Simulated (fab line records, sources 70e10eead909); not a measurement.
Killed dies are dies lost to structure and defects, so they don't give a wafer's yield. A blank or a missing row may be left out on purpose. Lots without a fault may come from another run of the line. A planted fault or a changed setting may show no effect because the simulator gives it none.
A sampling plan put to the test | flow nand_harc | one fab line, 16 faults that these records tell of, each judged on the records of the lots that it struck
The plan is the line's own looks: the steps of the route at which a gauge or an inspection reads the wafer and doesn't change it. A look can be judged if struck wafers have a number there and the file gives its usual mean and standard deviation on fault-free wafers. Caught: at a look after the fault's first step, the mean of the struck wafers lies 4 or more of those standard deviations (sigma) from the usual mean. On the tool: the same test on the tool's own readings at the fault's steps. Another recipe on the struck wafers, or a record that is blank for them alone, also counts as caught.

THE FAULTS, as the simulator had put them in
1. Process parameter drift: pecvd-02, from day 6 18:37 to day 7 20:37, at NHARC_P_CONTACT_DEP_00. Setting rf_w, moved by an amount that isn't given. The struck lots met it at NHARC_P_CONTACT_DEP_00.
2. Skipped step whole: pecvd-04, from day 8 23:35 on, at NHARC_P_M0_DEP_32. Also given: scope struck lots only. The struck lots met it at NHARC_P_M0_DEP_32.
3. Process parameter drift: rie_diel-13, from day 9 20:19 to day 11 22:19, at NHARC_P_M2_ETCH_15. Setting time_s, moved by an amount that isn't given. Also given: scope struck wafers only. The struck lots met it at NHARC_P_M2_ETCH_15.
4. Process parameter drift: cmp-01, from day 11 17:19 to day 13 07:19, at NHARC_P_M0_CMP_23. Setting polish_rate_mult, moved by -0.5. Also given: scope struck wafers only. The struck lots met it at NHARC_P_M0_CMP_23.
5. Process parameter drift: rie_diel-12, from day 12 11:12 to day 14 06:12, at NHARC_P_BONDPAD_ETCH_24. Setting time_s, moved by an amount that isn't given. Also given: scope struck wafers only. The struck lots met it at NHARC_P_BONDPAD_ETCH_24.
6. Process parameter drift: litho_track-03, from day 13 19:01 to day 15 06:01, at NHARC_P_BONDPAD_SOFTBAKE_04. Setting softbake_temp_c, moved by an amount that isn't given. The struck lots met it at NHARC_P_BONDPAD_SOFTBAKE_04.
7. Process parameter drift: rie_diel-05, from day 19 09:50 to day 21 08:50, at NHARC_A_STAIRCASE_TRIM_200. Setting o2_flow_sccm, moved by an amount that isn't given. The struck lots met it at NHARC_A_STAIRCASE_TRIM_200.
8. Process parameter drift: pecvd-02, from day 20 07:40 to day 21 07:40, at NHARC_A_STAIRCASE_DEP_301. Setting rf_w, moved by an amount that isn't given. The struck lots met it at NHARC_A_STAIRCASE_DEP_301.
9. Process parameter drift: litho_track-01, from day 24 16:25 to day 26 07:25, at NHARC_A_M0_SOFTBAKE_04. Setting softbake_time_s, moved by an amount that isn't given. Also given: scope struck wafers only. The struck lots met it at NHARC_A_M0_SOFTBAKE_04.
10. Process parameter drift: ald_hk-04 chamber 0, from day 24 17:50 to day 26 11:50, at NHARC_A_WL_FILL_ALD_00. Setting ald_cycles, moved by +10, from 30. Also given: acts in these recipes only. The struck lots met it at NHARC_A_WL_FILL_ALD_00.
11. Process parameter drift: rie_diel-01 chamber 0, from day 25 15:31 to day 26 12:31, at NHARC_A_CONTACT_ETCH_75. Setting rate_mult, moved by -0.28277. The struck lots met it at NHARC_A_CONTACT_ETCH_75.
12. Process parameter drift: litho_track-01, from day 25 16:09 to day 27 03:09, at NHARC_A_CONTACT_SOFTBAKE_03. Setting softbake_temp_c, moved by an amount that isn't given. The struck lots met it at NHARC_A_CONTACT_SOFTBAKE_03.
13. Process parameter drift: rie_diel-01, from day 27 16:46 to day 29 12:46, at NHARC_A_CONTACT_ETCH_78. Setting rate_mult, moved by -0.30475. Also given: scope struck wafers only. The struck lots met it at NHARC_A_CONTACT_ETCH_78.
14. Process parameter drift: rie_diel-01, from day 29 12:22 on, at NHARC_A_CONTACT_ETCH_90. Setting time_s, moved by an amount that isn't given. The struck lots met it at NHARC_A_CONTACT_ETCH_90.
15. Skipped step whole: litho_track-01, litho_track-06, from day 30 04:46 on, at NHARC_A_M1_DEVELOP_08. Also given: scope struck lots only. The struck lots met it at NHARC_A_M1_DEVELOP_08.
16. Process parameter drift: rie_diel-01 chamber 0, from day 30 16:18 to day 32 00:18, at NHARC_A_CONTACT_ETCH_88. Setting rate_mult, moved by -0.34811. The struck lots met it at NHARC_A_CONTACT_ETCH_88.

WHAT THE PLAN SAW
fault | on the tool itself                               | first look that catches it                      | reading, sigma  | median hours from its first step to that look | hours from the fault's start to the first struck lot there | judged looks passed uncaught
1     | rf_fwd_power_W +99 or beyond sigma               | no look after it can be judged                  | -               | -                                             | -                                                          | 0
2     | the tool's record is blank for the struck wafers | no look after it can be judged                  | -               | -                                             | -                                                          | 0
3     | run_length_s -33 sigma                           | no look after it can be judged                  | -               | -                                             | -                                                          | 0
4     | only faintly: time_to_endpoint_s +3.5 sigma      | NHARC_P_M0_THK_MEAS_24                          | thk_nm +4.7     | 0.3                                           | 20                                                         | 0
5     | run_length_s -7.2 sigma                          | not the one look that can be judged after it    | -               | -                                             | -                                                          | 1
6     | heater_power_total_W -9.1 sigma                  | none of the 2 looks that can be judged after it | -               | -                                             | -                                                          | 2
7     | throttle_valve_pct -99 or beyond sigma           | no look after it can be judged                  | -               | -                                             | -                                                          | 0
8     | rf_fwd_power_W +99 or beyond sigma               | no look after it can be judged                  | -               | -                                             | -                                                          | 0
9     | heater_power_total_W +99 or beyond sigma         | no look after it can be judged                  | -               | -                                             | -                                                          | 0
10    | under 2 sigma                                    | no look after it can be judged                  | -               | -                                             | -                                                          | 0
11    | oes_product_au -17 sigma                         | NHARC_END_SORT_01                               | killed_dies +20 | 63.7                                          | 66                                                         | 0
12    | heater_power_total_W +99 or beyond sigma         | not the one look that can be judged after it    | -               | -                                             | -                                                          | 1
13    | oes_product_au -20 sigma                         | NHARC_END_SORT_01                               | killed_dies +40 | 64.3                                          | 75                                                         | 0
14    | run_length_s -97 sigma                           | not the one look that can be judged after it    | -               | -                                             | -                                                          | 1
15    | the tool's record is blank for the struck wafers | no look after it can be judged                  | -               | -                                             | -                                                          | 0
16    | oes_product_au -22 sigma                         | NHARC_END_SORT_01                               | killed_dies +40 | 52.1                                          | 64                                                         | 0
A dash: the fault isn't caught, or these records don't give the number.

Caught at a look: 4 of 16. Caught on the tool: 14 of 16. By one or the other: 15 of 16.
Caught on the tool alone: faults 1, 2, 3, 5, 6, 7, 8, 9, 12, 14, 15.
Caught at a look alone: fault 4.
Caught by neither: fault 10.

THINNER SAMPLING
If the look that catches a fault measured only every second or every third lot, by lot number, the first struck lot would be measured this late in the worst case:
fault | struck lots at that look, in order of time | every lot | every second lot | every third lot
4     | L123                                       | 20 h      | may miss it      | may miss it
11    | L800, L801                                 | 66 h      | 69 h             | may miss all 2
13    | L434, L435, L432                           | 75 h      | 89 h             | may miss all 3
16    | L723, L726, L725                           | 64 h      | 66 h             | may miss all 3
Hours are from the fault's start to the first struck lot that is measured. The limit of 4 sigma was tested on all struck wafers together, so one lot alone may lie under it. Other struck lots may not be in these records.

THE LONGEST TIMED WAY FROM STEP TO LOOK
Fault 13: a median of 64.3 hours passes between NHARC_A_CONTACT_ETCH_78 and NHARC_END_SORT_01. No look between them can be judged.
